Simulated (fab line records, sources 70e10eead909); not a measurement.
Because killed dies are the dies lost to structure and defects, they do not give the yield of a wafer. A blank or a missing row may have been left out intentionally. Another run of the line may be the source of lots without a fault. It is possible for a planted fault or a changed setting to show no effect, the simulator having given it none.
A lot that was struck, set against a sound lot | flow nand-harc | 15 steps out of a route of 1159
Sound: wafers L169.3, L169.4, L169.5. Struck: wafer L179.4; the same lot's L179.2 was not struck, so it is left out; see the end for the cause.
Each step with rows lists, per side, the tool, then ch with its chambers, then its first start. Under that, the readings that differ: sound wafers | struck wafers | difference of the means | sigmas: that difference in standard deviations of wafers without a fault.
alike: readings whose means differ by less than 2 such deviations, and words and numbers that are the same on both sides. not compared: withheld readings, readings that some wafer has no value for, bounds like >300 that may hide the same value, and numbers for which the record gives no deviation and whose values overlap.
Wherever a step has rows on one side only, a row that says differs or no value, or a row with sigmas, the two part there. Non-overlapping numbers with no deviation appear without sigmas and do not part them. A reading that every wafer of one side lacks parts them only if that side has two wafers or more.

first, 1 step without rows for these wafers: NHARC_A_ONON_D1_DEP_12 (target thk 1000 nm).
NHARC_A_ONON_D1_THK_MEAS_14: measures by ellipsometry.
  struck on film-metro-02, day 10 20:55; sound on film-metro-01, day 8 13:33
  alike: thk-nm
then, 2 steps without rows for these wafers: NHARC_A_ONON_D1_ANNEAL_15 (time 3600 s); NHARC_A_ONON_D1_DEP_16 (target thk 1000 nm).
NHARC_A_ONON_D1_THK_MEAS_18: measures by ellipsometry.
  struck on film-metro-02, day 11 04:02; sound on film-metro-01, day 8 20:40
  alike: thk-nm
next comes 1 step that has no rows for these wafers: NHARC_A_ONON_D1_DEP_19 (target thickness 1000 nm).
NHARC_A_ONON_D1_THK_MEAS_21: measures by ellipsometry.
  struck on film-metro-01, day 11 04:44; sound on film-metro-02, day 8 21:13
  alike: thk-nm
next comes 1 step that has no rows for these wafers: NHARC_A_ONON_D1_DEP_22 (target thickness 1000 nm).
NHARC_A_ONON_D1_THK_MEAS_24: measures by ellipsometry.
  struck on film-metro-01, day 11 05:28; sound on film-metro-02, day 8 21:47
  reading     | sound          | struck | difference | sigmas
  thk-nm (nm) | 1009 1008 1008 | 986    | -22        | -2
next comes 1 step that has no rows for these wafers: NHARC_A_ONON_D1_DEP_25 (target thickness 1000 nm).
NHARC_A_ONON_D1_THK_MEAS_27: measures by ellipsometry.
  struck on film-metro-01, day 11 06:30; sound on film-metro-01, day 8 22:22
  alike: thk-nm
NHARC_A_ONON_D1_DEP_28: target thk 1000 nm.
  sound on pecvd-onon-01 ch 0, day 8 22:32; struck on pecvd-onon-01 ch 0, day 11 06:46
  alike: susceptor-temp-C
NHARC_A_ONON_D1_THK_MEAS_30: measures by ellipsometry.
  struck on film-metro-01, day 11 07:13; sound on film-metro-02, day 8 22:56
  reading     | sound       | struck | difference | sigmas
  thk-nm (nm) | 992 991 991 | 1631   | +640       | +69
NHARC_A_ONON_D1_DEP_33: deposits SiO2, target thk 200 nm.
  sound on pecvd-03 ch 0,2, day 8 23:08; struck on pecvd-03 ch 2, day 11 08:03
  alike: heater-power-w, rf-fwd-power-W, susceptor-temp-C, throttle-valve-pct
-- break in the record here, with 12 days between the starts of the struck wafers on either side (left off in module A_ONON_D1, picked up again in module END, where the first step shown is number 1159 on the route) --
NHARC_END_SORT_01:
  only the struck wafers appear in the record here, on prober-01 ch 0 at day 23 03:55; the sound ones have no rows

## WHERE THEY PART
At NHARC_A_ONON_D1_THK_MEAS_24 first; at NHARC_END_SORT_01 last (within this record only).

WHY: what the simulator had put in
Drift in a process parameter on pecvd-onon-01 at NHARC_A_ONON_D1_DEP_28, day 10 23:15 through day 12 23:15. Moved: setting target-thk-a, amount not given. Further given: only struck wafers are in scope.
